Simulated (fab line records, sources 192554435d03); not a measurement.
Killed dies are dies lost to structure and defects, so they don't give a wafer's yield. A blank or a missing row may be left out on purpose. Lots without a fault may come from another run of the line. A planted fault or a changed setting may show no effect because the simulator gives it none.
Which tool did it? | flow n5_finfet | 20 lots, 60 wafers sampled, at 6 steps of a route of 1938

WHAT THE GAUGES READ, wafer by wafer
The record holds no reading of a measuring or inspecting step that can be judged against a usual standard deviation.

WHICH TOOL RAN EACH LOT (tool, then ch and the chambers of the sampled wafers, then the start)
lot  | N5_FIN_SAQP_STRIP_70              | N5_FIN_SAQP_HM_OPEN_33            | N5_FIN_CUT_ETCH_21                | N5_FIN_CUT_STRIP_24               | N5_FIN_CUT_STRIP_22               | N5_STI_FIN_REVEAL_DENSIFY_30
L074 | rie_diel-02 ch 1,2,3, day 2 01:25 | rie_diel-01 ch 1,3, day 2 02:46   | rie_diel-04 ch 0,1,3, day 2 03:57 | rie_diel-04 ch 0,1,3, day 2 04:17 | rie_diel-04 ch 0,1,3, day 2 04:39 | rtp_anneal-01 ch 0, day 2 10:19
L075 | rie_diel-06 ch 2,3, day 2 07:08   | rie_diel-01 ch 1,2,3, day 2 07:54 | rie_diel-05 ch 0,1,2, day 2 09:15 | rie_diel-05 ch 0,1,2, day 2 09:35 | rie_diel-05 ch 0,2,3, day 2 09:58 | rtp_anneal-02 ch 0, day 2 15:42
L076 | rie_diel-02 ch 0,2,3, day 2 13:25 | rie_diel-02 ch 2,3, day 2 14:46   | rie_diel-03 ch 0,1,3, day 2 15:52 | rie_diel-03 ch 0,1,3, day 2 16:11 | rie_diel-04 ch 1,3, day 2 16:31   | rtp_anneal-01 ch 0, day 2 22:52
L077 | rie_diel-06 ch 1,2, day 2 19:04   | rie_diel-06 ch 0,1, day 2 19:54   | rie_diel-05 ch 1,2,3, day 2 21:05 | rie_diel-05 ch 1,2,3, day 2 21:24 | rie_diel-04 ch 1,2,3, day 2 21:44 | rtp_anneal-02 ch 0, day 3 03:59
L078 | rie_diel-02 ch 0,3, day 3 00:43   | rie_diel-06 ch 2,3, day 3 01:35   | rie_diel-03 ch 0,1,3, day 3 02:46 | rie_diel-03 ch 0,1,3, day 3 03:05 | rie_diel-03 ch 0,3, day 3 03:26   | rtp_anneal-02 ch 0, day 3 09:51
L079 | rie_diel-01 ch 0,1,3, day 3 06:31 | rie_diel-02 ch 0,1,3, day 3 07:20 | rie_diel-04 ch 0,1,3, day 3 08:43 | rie_diel-04 ch 0,1,3, day 3 09:03 | rie_diel-03 ch 0,3, day 3 09:23   | rtp_anneal-02 ch 0, day 3 15:09
L080 | rie_diel-02 ch 0,2,3, day 3 13:25 | rie_diel-02 ch 0,1,2, day 3 15:00 | rie_diel-04 ch 0,2, day 3 16:13   | rie_diel-04 ch 0,2, day 3 16:32   | rie_diel-04 ch 2,3, day 3 17:07   | rtp_anneal-01 ch 0, day 3 22:59
L081 | rie_diel-06 ch 0,2, day 3 19:35   | rie_diel-02 ch 1,3, day 3 20:22   | rie_diel-05 ch 0,2, day 3 21:45   | rie_diel-05 ch 0,2, day 3 22:04   | rie_diel-04 ch 0,1, day 3 22:25   | rtp_anneal-01 ch 0, day 4 04:01
L082 | rie_diel-01 ch 0,1, day 4 01:40   | rie_diel-06 ch 0,2,3, day 4 02:28 | rie_diel-05 ch 2,3, day 4 03:40   | rie_diel-05 ch 2,3, day 4 04:00   | rie_diel-04 ch 1,3, day 4 04:22   | rtp_anneal-02 ch 0, day 4 10:04
L083 | rie_diel-01 ch 0,1,2, day 4 07:53 | rie_diel-01 ch 0,2,3, day 4 08:44 | rie_diel-04 ch 0,3, day 4 09:48   | rie_diel-04 ch 0,3, day 4 10:08   | rie_diel-04 ch 1,2,3, day 4 10:28 | rtp_anneal-01 ch 0, day 4 16:10
L084 | rie_diel-02 ch 0,1,2, day 4 13:22 | rie_diel-01 ch 0,1, day 4 15:50   | rie_diel-03 ch 0,1, day 4 17:05   | rie_diel-03 ch 0,1, day 4 17:25   | rie_diel-05 ch 0,1,3, day 4 17:45 | rtp_anneal-01 ch 0, day 4 23:22
L086 | rie_diel-06 ch 0,3, day 5 02:13   | rie_diel-06 ch 1,2,3, day 5 03:18 | rie_diel-04 ch 0,1,2, day 5 04:41 | rie_diel-04 ch 0,1,2, day 5 05:01 | rie_diel-03 ch 1,2, day 5 05:21   | rtp_anneal-02 ch 0, day 5 10:57
L087 | rie_diel-06 ch 1,2,3, day 5 08:25 | rie_diel-06 ch 0,1,2, day 5 09:56 | rie_diel-05 ch 0,2,3, day 5 14:49 | rie_diel-05 ch 0,2,3, day 5 15:08 | rie_diel-03 ch 1,2,3, day 5 15:30 | rtp_anneal-02 ch 0, day 5 23:19
L088 | rie_diel-01 ch 0,2, day 5 16:59   | rie_diel-01 ch 1,3, day 5 18:04   | rie_diel-05 ch 0,1,3, day 5 19:07 | rie_diel-05 ch 0,1,3, day 5 19:26 | rie_diel-03 ch 0,2, day 5 19:46   | rtp_anneal-02 ch 0, day 6 02:03
L089 | rie_diel-01 ch 1,3, day 5 22:29   | rie_diel-01 ch 1,2, day 5 23:25   | rie_diel-03 ch 1,2, day 6 00:49   | rie_diel-03 ch 1,2, day 6 01:08   | rie_diel-05 ch 0,3, day 6 01:41   | rtp_anneal-01 ch 0, day 6 07:18
L090 | rie_diel-01 ch 0,1,2, day 6 03:08 | rie_diel-01 ch 1,2, day 6 05:04   | rie_diel-05 ch 0,1,3, day 6 06:39 | rie_diel-05 ch 0,1,3, day 6 06:59 | rie_diel-03 ch 0,1,3, day 6 07:21 | rtp_anneal-01 ch 0, day 6 13:50
L091 | rie_diel-06 ch 0,2, day 6 10:10   | rie_diel-01 ch 0,2, day 6 10:58   | rie_diel-03 ch 2,3, day 6 12:34   | rie_diel-03 ch 2,3, day 6 12:53   | rie_diel-03 ch 1,2, day 6 13:22   | rtp_anneal-01 ch 0, day 6 19:35
L093 | rie_diel-01 ch 0,1, day 6 19:33   | rie_diel-02 ch 0,3, day 6 20:46   | rie_diel-04 ch 1,2,3, day 6 21:57 | rie_diel-04 ch 1,2,3, day 6 22:17 | rie_diel-05 ch 0,1,2, day 6 22:37 | rtp_anneal-01 ch 0, day 7 04:23
L095 | rie_diel-02 ch 0,1, day 7 08:55   | rie_diel-01 ch 0,2, day 7 10:49   | rie_diel-04 ch 1,2,3, day 7 11:53 | rie_diel-04 ch 1,2,3, day 7 12:12 | rie_diel-05 ch 0,2,3, day 7 12:32 | rtp_anneal-02 ch 0, day 7 19:24
L097 | rie_diel-06 ch 1,2, day 7 19:25   | rie_diel-02 ch 1,2,3, day 7 20:15 | rie_diel-03 ch 0,3, day 7 21:20   | rie_diel-03 ch 0,3, day 7 21:40   | rie_diel-04 ch 0,1,2, day 7 22:00 | rtp_anneal-02 ch 0, day 8 04:16
- N5_FIN_SAQP_STRIP_70: strips in N2/H2.
- N5_FIN_SAQP_HM_OPEN_33: chemistry CH3F/O2, target SiNx, target depth 49.4 nm, time 70.6 s.
- N5_FIN_CUT_ETCH_21: etches SOC in N2/H2, target depth 219 nm, overetch 43.8 nm, time 523.5 s.
- N5_FIN_CUT_STRIP_24: strips in CF4.
- N5_FIN_CUT_STRIP_22: strips in N2/H2.
- N5_STI_FIN_REVEAL_DENSIFY_30

WHAT THE TOOLS THEMSELVES READ (means of the sampled wafers that have a number; where no wafer has one, the mark that the record gives instead)
N5_FIN_SAQP_STRIP_70. Usual: drypump_motor_current_A 5.6 A, standard deviation 0.51; oes_product_au 0.76 a.u., standard deviation 0.086; rf_vpp_V 121.5 V, standard deviation 0.88; showerhead_plenum_p_Torr 3.30 Torr, standard deviation 0.087; throttle_valve_pct 19.00 %, standard deviation 0.27.
lot  | tool        | drypump_motor_current_A (A) | oes_product_au (a.u.) | rf_vpp_V (V) | showerhead_plenum_p_Torr (Torr) | throttle_valve_pct (%) | flag
L074 | rie_diel-02 | 5.8                         | 0.71                  | 121.3        | 3.21                            | 18.98                  |
L075 | rie_diel-06 | 5.4                         | 0.78                  | 121.8        | 3.36                            | 18.83                  |
L076 | rie_diel-02 | 5.9                         | 0.72                  | 120.7        | 3.22                            | 19.18                  |
L077 | rie_diel-06 | 5.1                         | 0.90                  | 122.3        | 3.41                            | 18.65                  |
L078 | rie_diel-02 | 6.2                         | 0.73                  | 120.1        | 3.24                            | 19.20                  |
L079 | rie_diel-01 | 6.3                         | 0.74                  | 121.6        | 3.34                            | 19.02                  |
L080 | rie_diel-02 | 5.9                         | 0.71                  | 120.9        | 3.22                            | 19.18                  |
L081 | rie_diel-06 | 5.5                         | 0.85                  | 121.6        | 3.35                            | 19.00                  |
L082 | rie_diel-01 | 6.2                         | 0.79                  | 122.1        | 3.37                            | 18.93                  |
L083 | rie_diel-01 | 6.0                         | 0.75                  | 121.9        | 3.34                            | 19.02                  |
L084 | rie_diel-02 | 5.5                         | 0.70                  | 120.6        | 3.19                            | 19.09                  |
L086 | rie_diel-06 | 5.4                         | 0.70                  | 122.0        | 3.23                            | 19.27                  |
L087 | rie_diel-06 | 5.3                         | 0.81                  | 121.7        | 3.38                            | 18.78                  |
L088 | rie_diel-01 | 5.4                         | 0.74                  | 120.8        | 3.33                            | 18.97                  |
L089 | rie_diel-01 | 6.5                         | 0.69                  | 121.9        | 3.31                            | 19.22                  |
L090 | rie_diel-01 | 6.0                         | 0.73                  | 121.5        | 3.33                            | 19.05                  |
L091 | rie_diel-06 | 5.5                         | 0.75                  | 120.7        | 3.26                            | 19.27                  |
L093 | rie_diel-01 | 6.5                         | 0.72                  | 122.2        | 3.32                            | 19.13                  |
L095 | rie_diel-02 | 5.5                         | 0.69                  | 121.9        | 3.18                            | 19.02                  |
L097 | rie_diel-06 | 5.3                         | 0.83                  | 122.3        | 3.40                            | 18.79                  |

N5_FIN_SAQP_HM_OPEN_33. Usual: drypump_motor_current_A 5.8 A, standard deviation 0.54; etch_rf_on_time_s 69.5 s, standard deviation 1.4; oes_f_703_au 0.76 a.u., standard deviation 0.078; oes_product_au 0.64 a.u., standard deviation 0.071; rf_vpp_V 294 V, standard deviation 5.1; showerhead_plenum_p_Torr 1.97 Torr, standard deviation 0.053; throttle_valve_pct 16.40 %, standard deviation 0.21.
lot  | tool        | drypump_motor_current_A (A) | etch_rf_on_time_s (s) | oes_f_703_au (a.u.) | oes_product_au (a.u.) | rf_vpp_V (V) | showerhead_plenum_p_Torr (Torr) | throttle_valve_pct (%) | flag
L074 | rie_diel-01 | 6.5                         | 69.2                  | 0.72                | 0.61                  | 293          | 1.98                            | 16.69                  |
L075 | rie_diel-01 | 5.9                         | 67.8                  | 0.72                | 0.61                  | 296          | 1.98                            | 16.54                  |
L076 | rie_diel-02 | 6.2                         | 69.8                  | 0.71                | 0.60                  | 292          | 1.90                            | 16.25                  |
L077 | rie_diel-06 | 5.1                         | 68.7                  | 0.81                | 0.70                  | 295          | 1.99                            | 16.21                  |
L078 | rie_diel-06 | 5.4                         | 69.1                  | 0.87                | 0.73                  | 296          | 2.01                            | 16.34                  |
L079 | rie_diel-02 | 5.8                         | 70.4                  | 0.72                | 0.61                  | 292          | 1.91                            | 16.28                  |
L080 | rie_diel-02 | 5.5                         | 70.8                  | 0.71                | 0.61                  | 293          | 1.90                            | 16.46                  |
L081 | rie_diel-02 | 6.1                         | 70.2                  | 0.70                | 0.59                  | 294          | 1.90                            | 16.21                  |
L082 | rie_diel-06 | 5.4                         | 68.2                  | 0.79                | 0.66                  | 291          | 1.96                            | 16.42                  |
L083 | rie_diel-01 | 5.7                         | 69.6                  | 0.74                | 0.63                  | 295          | 2.00                            | 16.43                  |
L084 | rie_diel-01 | 6.2                         | 71.3                  | 0.77                | 0.66                  | 292          | 2.01                            | 16.44                  |
L086 | rie_diel-06 | 5.2                         | 68.4                  | 0.81                | 0.70                  | 298          | 2.01                            | 16.26                  |
L087 | rie_diel-06 | 5.3                         | 69.3                  | 0.81                | 0.69                  | 294          | 1.98                            | 16.37                  |
L088 | rie_diel-01 | 6.2                         | 68.5                  | 0.69                | 0.59                  | 295          | 1.98                            | 16.77                  |
L089 | rie_diel-01 | 5.7                         | 69.9                  | 0.71                | 0.60                  | 299          | 1.97                            | 16.44                  |
L090 | rie_diel-01 | 6.2                         | 68.3                  | 0.70                | 0.60                  | 296          | 1.96                            | 16.61                  |
L091 | rie_diel-01 | 5.7                         | 70.1                  | 0.75                | 0.64                  | 295          | 2.01                            | 16.32                  |
L093 | rie_diel-02 | 6.2                         | 69.9                  | 0.73                | 0.60                  | 291          | 1.89                            | 16.21                  |
L095 | rie_diel-01 | 5.4                         | 69.9                  | 0.72                | 0.61                  | 298          | 1.98                            | 16.33                  |
L097 | rie_diel-02 | 5.7                         | 70.3                  | 0.77                | 0.67                  | 296          | 1.98                            | 16.29                  |

N5_FIN_CUT_ETCH_21. Usual: drypump_motor_current_A 5.5 A, standard deviation 0.41; oes_product_au 0.71 a.u., standard deviation 0.055; rf_vpp_V 240.8 V, standard deviation 1.1; showerhead_plenum_p_Torr 2.55 Torr, standard deviation 0.06; throttle_valve_pct 17.85 %, standard deviation 0.13.
lot  | tool        | drypump_motor_current_A (A) | oes_product_au (a.u.) | rf_vpp_V (V) | showerhead_plenum_p_Torr (Torr) | throttle_valve_pct (%) | flag
L074 | rie_diel-04 | 5.6                         | 0.71                  | 240.7        | 2.54                            | 17.89                  |
L075 | rie_diel-05 | 5.5                         | 0.69                  | 241.6        | 2.58                            | 17.77                  |
L076 | rie_diel-03 | 5.4                         | 0.78                  | 241.5        | 2.57                            | 17.79                  |
L077 | rie_diel-05 | 5.6                         | 0.70                  | 240.3        | 2.55                            | 17.85                  |
L078 | rie_diel-03 | 5.4                         | 0.77                  | 240.4        | 2.57                            | 17.80                  |
L079 | rie_diel-04 | 5.6                         | 0.70                  | 240.7        | 2.53                            | 17.90                  |
L080 | rie_diel-04 | 6.3                         | 0.68                  | 239.9        | 2.51                            | 17.93                  |
L081 | rie_diel-05 | 5.5                         | 0.70                  | 240.8        | 2.57                            | 17.68                  |
L082 | rie_diel-05 | 5.6                         | 0.71                  | 240.6        | 2.55                            | 17.89                  |
L083 | rie_diel-04 | 5.7                         | 0.68                  | 241.1        | 2.53                            | 17.90                  |
L084 | rie_diel-03 | 5.4                         | 0.80                  | 240.9        | 2.51                            | 17.73                  |
L086 | rie_diel-04 | 6.1                         | 0.69                  | 240.4        | 2.51                            | 17.98                  |
L087 | rie_diel-05 | 5.6                         | 0.69                  | 240.7        | 2.57                            | 17.83                  |
L088 | rie_diel-05 | 5.7                         | 0.69                  | 241.2        | 2.58                            | 17.93                  |
L089 | rie_diel-03 | 5.1                         | 0.69                  | 241.1        | 2.55                            | 17.71                  |
L090 | rie_diel-05 | 5.7                         | 0.69                  | 241.1        | 2.58                            | 17.94                  |
L091 | rie_diel-03 | 5.3                         | 0.65                  | 241.8        | 2.62                            | 17.77                  |
L093 | rie_diel-04 | 5.7                         | 0.67                  | 239.7        | 2.48                            | 17.94                  |
L095 | rie_diel-04 | 5.7                         | 0.67                  | 240.5        | 2.48                            | 17.94                  |
L097 | rie_diel-03 | 5.5                         | 0.77                  | 240.0        | 2.53                            | 17.86                  |

N5_FIN_CUT_STRIP_24. Usual: drypump_motor_current_A 5.5 A, standard deviation 0.41; oes_product_au 0.76 a.u., standard deviation 0.059; rf_vpp_V 271.4 V, standard deviation 1.2; showerhead_plenum_p_Torr 1.80 Torr, standard deviation 0.042; throttle_valve_pct 13.64 %, standard deviation 0.14.
lot  | tool        | drypump_motor_current_A (A) | oes_product_au (a.u.) | rf_vpp_V (V) | showerhead_plenum_p_Torr (Torr) | throttle_valve_pct (%) | flag
L074 | rie_diel-04 | 5.6                         | 0.76                  | 270.9        | 1.80                            | 13.70                  |
L075 | rie_diel-05 | 5.5                         | 0.75                  | 271.2        | 1.82                            | 13.57                  |
L076 | rie_diel-03 | 5.4                         | 0.83                  | 271.6        | 1.82                            | 13.60                  |
L077 | rie_diel-05 | 5.5                         | 0.76                  | 271.9        | 1.79                            | 13.55                  |
L078 | rie_diel-03 | 5.4                         | 0.83                  | 271.5        | 1.82                            | 13.60                  |
L079 | rie_diel-04 | 5.5                         | 0.75                  | 271.6        | 1.80                            | 13.72                  |
L080 | rie_diel-04 | 6.3                         | 0.73                  | 271.0        | 1.77                            | 13.60                  |
L081 | rie_diel-05 | 5.4                         | 0.75                  | 272.4        | 1.82                            | 13.52                  |
L082 | rie_diel-05 | 5.6                         | 0.76                  | 271.1        | 1.80                            | 13.56                  |
L083 | rie_diel-04 | 5.8                         | 0.72                  | 270.7        | 1.79                            | 13.67                  |
L084 | rie_diel-03 | 5.3                         | 0.85                  | 271.4        | 1.78                            | 13.47                  |
L086 | rie_diel-04 | 6.1                         | 0.74                  | 270.9        | 1.77                            | 13.68                  |
L087 | rie_diel-05 | 5.6                         | 0.75                  | 272.0        | 1.81                            | 13.60                  |
L088 | rie_diel-05 | 5.7                         | 0.74                  | 270.8        | 1.81                            | 13.69                  |
L089 | rie_diel-03 | 5.1                         | 0.74                  | 271.4        | 1.82                            | 13.64                  |
L090 | rie_diel-05 | 5.7                         | 0.73                  | 271.8        | 1.81                            | 13.71                  |
L091 | rie_diel-03 | 5.3                         | 0.70                  | 272.2        | 1.86                            | 13.72                  |
L093 | rie_diel-04 | 5.7                         | 0.72                  | 269.9        | 1.76                            | 13.75                  |
L095 | rie_diel-04 | 5.7                         | 0.71                  | 271.0        | 1.76                            | 13.75                  |
L097 | rie_diel-03 | 5.5                         | 0.82                  | 270.9        | 1.79                            | 13.63                  |

N5_FIN_CUT_STRIP_22. Usual: drypump_motor_current_A 5.6 A, standard deviation 0.43; oes_product_au 0.77 a.u., standard deviation 0.065; rf_vpp_V 54.4 V, standard deviation 2.2; showerhead_plenum_p_Torr 3.37 Torr, standard deviation 0.079; throttle_valve_pct 19.00 %, standard deviation 0.3.
lot  | tool        | drypump_motor_current_A (A) | oes_product_au (a.u.) | rf_vpp_V (V) | showerhead_plenum_p_Torr (Torr) | throttle_valve_pct (%) | flag
L074 | rie_diel-04 | 5.6                         | 0.78                  | 55.2         | 3.35                            | 19.00                  |
L075 | rie_diel-05 | 5.6                         | 0.77                  | 56.2         | 3.41                            | 19.00                  |
L076 | rie_diel-04 | 5.3                         | 0.79                  | 52.7         | 3.36                            | 18.95                  |
L077 | rie_diel-04 | 5.7                         | 0.76                  | 52.8         | 3.30                            | 19.09                  |
L078 | rie_diel-03 | 5.6                         | 0.86                  | 55.1         | 3.44                            | 18.86                  |
L079 | rie_diel-03 | 5.6                         | 0.84                  | 55.7         | 3.43                            | 18.84                  |
L080 | rie_diel-04 | 6.0                         | 0.71                  | 53.1         | 3.23                            | 19.23                  |
L081 | rie_diel-04 | 6.0                         | 0.77                  | 54.3         | 3.37                            | 19.19                  |
L082 | rie_diel-04 | 5.2                         | 0.75                  | 55.9         | 3.33                            | 18.83                  |
L083 | rie_diel-04 | 5.7                         | 0.73                  | 53.4         | 3.29                            | 19.05                  |
L084 | rie_diel-05 | 5.8                         | 0.74                  | 51.9         | 3.41                            | 19.13                  |
L086 | rie_diel-03 | 5.1                         | 0.72                  | 56.0         | 3.41                            | 18.72                  |
L087 | rie_diel-03 | 5.3                         | 0.75                  | 53.8         | 3.43                            | 18.81                  |
L088 | rie_diel-03 | 5.4                         | 0.83                  | 55.3         | 3.34                            | 18.93                  |
L089 | rie_diel-05 | 5.8                         | 0.76                  | 53.3         | 3.40                            | 19.33                  |
L090 | rie_diel-03 | 5.4                         | 0.82                  | 55.3         | 3.37                            | 18.91                  |
L091 | rie_diel-03 | 5.1                         | 0.72                  | 55.4         | 3.40                            | 18.73                  |
L093 | rie_diel-05 | 5.6                         | 0.73                  | 56.1         | 3.39                            | 18.84                  |
L095 | rie_diel-05 | 5.7                         | 0.74                  | 52.2         | 3.39                            | 19.06                  |
L097 | rie_diel-04 | 6.1                         | 0.74                  | 54.7         | 3.30                            | 19.33                  |

N5_STI_FIN_REVEAL_DENSIFY_30. Usual: lamp_power_pct 11.53 %, standard deviation 0.049.
lot  | tool          | lamp_power_pct (%) | flag
L074 | rtp_anneal-01 | 11.54              |
L075 | rtp_anneal-02 | 11.52              |
L076 | rtp_anneal-01 | 11.52              |
L077 | rtp_anneal-02 | 11.51              |
L078 | rtp_anneal-02 | 11.48              |
L079 | rtp_anneal-02 | 11.55              |
L080 | rtp_anneal-01 | 11.51              |
L081 | rtp_anneal-01 | 11.55              |
L082 | rtp_anneal-02 | 11.57              |
L083 | rtp_anneal-01 | 11.56              |
L084 | rtp_anneal-01 | 11.51              |
L086 | rtp_anneal-02 | 11.57              |
L087 | rtp_anneal-02 | 11.50              |
L088 | rtp_anneal-02 | 11.54              |
L089 | rtp_anneal-01 | 11.51              |
L090 | rtp_anneal-01 | 11.54              |
L091 | rtp_anneal-01 | 11.52              |
L093 | rtp_anneal-01 | 11.53              |
L095 | rtp_anneal-02 | 11.51              |
L097 | rtp_anneal-02 | 11.50              |

THE ANSWER, worked out from the rows above alone
Rule: a lot is off if the mean of its wafers that have a number lies more than 3 standard deviations from the usual mean. A lot without any number at a reading at which 4 lots or more have one is off too. The other lots that the step has rows for count as sound. The gauges are gone through in route order, then the tools' own readings, and for those a lot's mean is taken as printed above. The first step at which some lot is off is used, and at that step the reading that is off furthest; a lot without a number counts as furthest.
No lot is off at any reading shown: from this, nothing can be told.

WHAT THE SIMULATOR HAD PUT IN
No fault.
